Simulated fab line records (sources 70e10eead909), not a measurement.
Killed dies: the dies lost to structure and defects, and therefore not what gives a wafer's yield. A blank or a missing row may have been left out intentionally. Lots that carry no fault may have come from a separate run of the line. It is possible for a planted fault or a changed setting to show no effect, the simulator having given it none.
3 desks, one fault	flow nand-harc	every desk sees just its own numbers, and what lay behind them comes last

THE METROLOGY DESK
What the gauges read, lot by lot, whatever tool the lot ran on: means of the sampled wafers that have a number. The brackets show how far a lot's mean lies from the usual mean; more than 4 standard deviations puts the lot out of limits, marked OUT.
Columns: A = cd-nm at NHARC_P_CONTACT_CD_MEAS_12, usual 89.9 nm; B = cd-nm at NHARC_P_CONTACT_CD_MEAS_19, usual 89.9 nm
lot	first seen here	A	B
L540	day 5 14:16	89.7	89.2
L541	day 6 00:45	90.7	92.3
L542	day 6 02:57	90.5	90.6
L544	day 6 10:40	89.7	89.0
L550	day 8 10:11	83.4 (-11) OUT	82.6 (-4.9) OUT
L554	day 8 19:10	83.0 (-12) OUT	81.8 (-5.4) OUT
L557	day 9 20:46	90.1	89.9
L560	day 10 07:23	90.2	90.7
L559	day 10 07:47	90.3	88.4
L562	day 11 05:12	89.7	89.5
L563	day 11 11:05	89.8	90.1
This desk's finding: out of limits on L550, L554; first on L550, day 8 10:11 (cd-nm at NHARC_P_CONTACT_CD_MEAS_12). L540, L541, L542, L544, L557, L560, L559, L562, L563 stayed within limits.

DESK OF THE TOOL OWNER: litho-track-01
The tool's own readings at NHARC_P_CONTACT_PEB_10 (peb time 65 s): means of the sampled wafers that have a number, for each lot that ran on this tool. The brackets show how far a lot's mean lies from the usual mean; more than 4 standard deviations puts the lot out of limits, marked OUT.
Columns: A = heater-power-total-W at NHARC_P_CONTACT_PEB_10, usual 156.6 W
lot	first seen here	A
L541	day 6 00:40	156.7
L542	day 6 02:52	156.8
L550	day 8 10:06	173.6 (+41) OUT
L554	day 8 19:05	173.2 (+40) OUT
L563	day 11 11:01	156.7
This desk's finding: out of limits on L550, L554; first on L550, day 8 10:06 (heater-power-total-W at NHARC_P_CONTACT_PEB_10). L541, L542, L563 stayed within limits.

THE DEFECT DESK
Per lot, the means of the sampled wafers with a number show what the inspections along the route counted. The brackets show how far a lot's mean lies from the usual mean; more than 4 standard deviations puts the lot out of limits, marked OUT.
Columns: A = raw-defect-count at NHARC_P_GATE_INSPECT_28, usual 6
lot	first seen here	A
L540	day 4 15:51	4
L542	day 5 03:56	6
L541	day 5 04:07	4
L544	day 5 14:49	6
L550	day 7 13:58	5
L554	day 7 23:01	8
L557	day 8 23:37	5
L560	day 9 11:11	4
L559	day 9 11:15	6
L562	day 10 09:04	9
L563	day 10 14:39	8
Result from this desk: across the 11 lots, nothing is out of limits.

ALL TOGETHER
The tool owner's desk had the chance to raise an alarm at day 8 10:06 on L550, L554.
The metrology desk could have raised an alarm at day 8 10:11, on L550, L554.
The defect desk saw nothing out of limits.
The defect desk has L550, L554 on record, within its limits.
The lots listed all ran NHARC_P_CONTACT_PEB_10 on litho-track-01.

WHAT WAS PUT IN BY THE SIMULATOR
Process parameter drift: litho-track-01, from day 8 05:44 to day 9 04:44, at NHARC_P_CONTACT_PEB_10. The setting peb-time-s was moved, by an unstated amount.
Lots struck among those shown: L550, L554.
Time in hours from fault onset to the first out-of-limits reading at each desk: tool owner's desk 4, metrology desk 4.
